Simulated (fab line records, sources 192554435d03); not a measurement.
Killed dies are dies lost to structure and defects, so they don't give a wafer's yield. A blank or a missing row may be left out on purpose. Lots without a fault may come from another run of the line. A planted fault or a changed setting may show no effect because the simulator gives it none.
One fault seen from 2 desks | flow n5_finfet | each desk has only its own numbers; what lay behind them comes last

THE METROLOGY DESK
What the gauges read, lot by lot, whatever tool the lot ran on: means of the sampled wafers that have a number. A lot is out of limits, marked OUT, if its mean lies more than 4 standard deviations from the usual mean; the brackets give that distance. Of its 11 readings 7 are shown: those that lie furthest out on some lot.
Columns: A = GC_FILL_THK at N5_GATE_CUT_THK_MEAS_24, usual 220.0 nm; B = DIBL_N at N5_BEOL_M4_RC_MEAS_101, usual 36.3 mV/V; C = IOFF_N at N5_BEOL_M4_RC_MEAS_101, usual 0.157 nA/um; D = IOFF_P at N5_BEOL_M4_RC_MEAS_101, usual 0.206 nA/um; E = ION_P at N5_BEOL_M4_RC_MEAS_101, usual 461 uA/um; F = SS_P at N5_BEOL_M4_RC_MEAS_101, usual 73.2 mV/dec; G = VT_P at N5_BEOL_M4_RC_MEAS_101, usual -250.6 mV
lot  | first seen here | A     | B    | C     | D     | E   | F    | G
L135 | day 4 14:26     | 218.8 | 36.0 | 0.137 | 0.179 | 457 | 72.8 | -254.8
L143 | day 6 14:31     | 220.8 | 36.6 | 0.150 | 0.185 | 455 | 73.0 | -253.7
L144 | day 6 18:01     | 221.4 | 36.2 | 0.161 | 0.191 | 456 | 73.3 | -253.3
L145 | day 7 02:08     | 221.0 | 36.6 | 0.140 | 0.189 | 457 | 73.0 | -252.1
L152 | day 8 20:46     | 221.6 | 36.1 | 0.163 | 0.203 | 460 | 73.0 | -250.9
L155 | day 9 20:22     | 220.5 | 34.9 | 0.136 | 0.203 | 462 | 73.2 | -250.4
This desk's finding: nothing out of limits on any of the 6 lots.

THE TOOL OWNER'S DESK: rie_metal-01
The tool's own readings at N5_GATE_CUT_ETCH_47 (etches SiO2 in Cl2/BCl3, target depth 10 nm): means of the sampled wafers that have a number, for each lot that ran on this tool. A lot is out of limits, marked OUT, if its mean lies more than 4 standard deviations from the usual mean; the brackets give that distance.
Columns: A = drypump_motor_current_A at N5_GATE_CUT_ETCH_47, usual 5.9 A; B = mfc_ar_sccm at N5_GATE_CUT_ETCH_47, usual 25.00 sccm; C = oes_product_au at N5_GATE_CUT_ETCH_47, usual 0.77 a.u.; D = throttle_valve_pct at N5_GATE_CUT_ETCH_47, usual 22.79 %
lot  | first seen here | A   | B     | C    | D
L135 | day 4 12:20     | 5.9 | 25.02 | 0.70 | 22.71
L143 | day 6 12:25     | 5.9 | 25.06 | 0.69 | 22.72
L144 | day 6 15:56     | 5.9 | 25.00 | 0.64 | 22.72
L145 | day 7 00:03     | 5.9 | 25.11 | 0.60 | 22.74
L155 | day 9 18:17     | 5.9 | 25.01 | 0.81 | 22.66
This desk's finding: nothing out of limits on any of the 5 lots.

PUT TOGETHER
The metrology desk saw nothing out of limits.
The tool owner's desk saw nothing out of limits.

WHAT THE SIMULATOR HAD PUT IN
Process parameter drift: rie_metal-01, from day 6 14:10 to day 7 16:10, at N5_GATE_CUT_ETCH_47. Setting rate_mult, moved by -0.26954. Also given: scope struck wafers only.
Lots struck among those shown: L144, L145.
